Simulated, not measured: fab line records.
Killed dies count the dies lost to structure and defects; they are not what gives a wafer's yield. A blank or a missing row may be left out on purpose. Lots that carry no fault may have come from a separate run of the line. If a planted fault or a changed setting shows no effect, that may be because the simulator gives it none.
Matching of chambers    flow nandHarc    aldHk-01 running NHARC_A_CHANNEL_FILL_D1_ALD_02: 4 sister chambers
The step deposits SiO2, target thk 6 nm, pulse time 10 s, ald cycles 60. 14 wafers are shown with their chamber, then 7 later ones without.

WAFERS, EACH WITH ITS CHAMBER
wafer   chamber  heaterPowerW (W)  precursorPulseHeightRel
L547.3  0        428               0.995
L547.4  3        597               0.994
L547.6  1        565               0.967
L551.1  1        563               0.984
L551.5  2        439               1.043
L551.6  3        590               0.984
L557.2  3        602               0.987
L557.3  0        461               0.996
L557.5  1        571               1.000
L558.2  0        474               0.972
L558.5  2        437               1.016
L558.6  1        559               1.018
L560.1  1        556               1.030
L560.2  2        454               1.005

SIGNATURES (means of the wafers above)
reading                  chamber 0  chamber 1  chamber 2  chamber 3  scatter within a chamber
heaterPowerW             454.33     562.80     443.33     596.33     12.3
precursorPulseHeightRel  0.98767    0.99980    1.02133    0.98833    0.0194
Rule: a wafer's distance from a chamber is the root of the sum, over the readings, of the square of ((its reading less the chamber's mean) divided by the reading's scatter). If the next closest chamber is less than 2 further off than the closest, the wafer can't be placed; otherwise it belongs to the closest. The scatter is the square root of a quotient: the sum, over the shown wafers, of each reading's squared deviation from its chamber's mean, divided by wafers minus chambers.

WAFERS WITHOUT THEIR CHAMBER
wafer   heaterPowerW (W)  precursorPulseHeightRel
L560.4  468               1.011
L561.2  594               0.996
L561.4  464               0.996
L561.5  599               0.992
L563.3  599               1.005
L563.5  555               1.001
L563.6  471               1.013

EACH ONE'S CHAMBER
wafer   from the rows above      in truth
L560.4  can't be placed: 0 or 2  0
L561.2  3                        3
L561.4  can't be placed: 0 or 2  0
L561.5  3                        3
L563.3  3                        3
L563.5  1                        1
L563.6  can't be placed: 0 or 2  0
4 of 7 placed correctly. These rows do not allow placing 3 (true chamber among the candidates in 3). Number placed wrongly: 0.
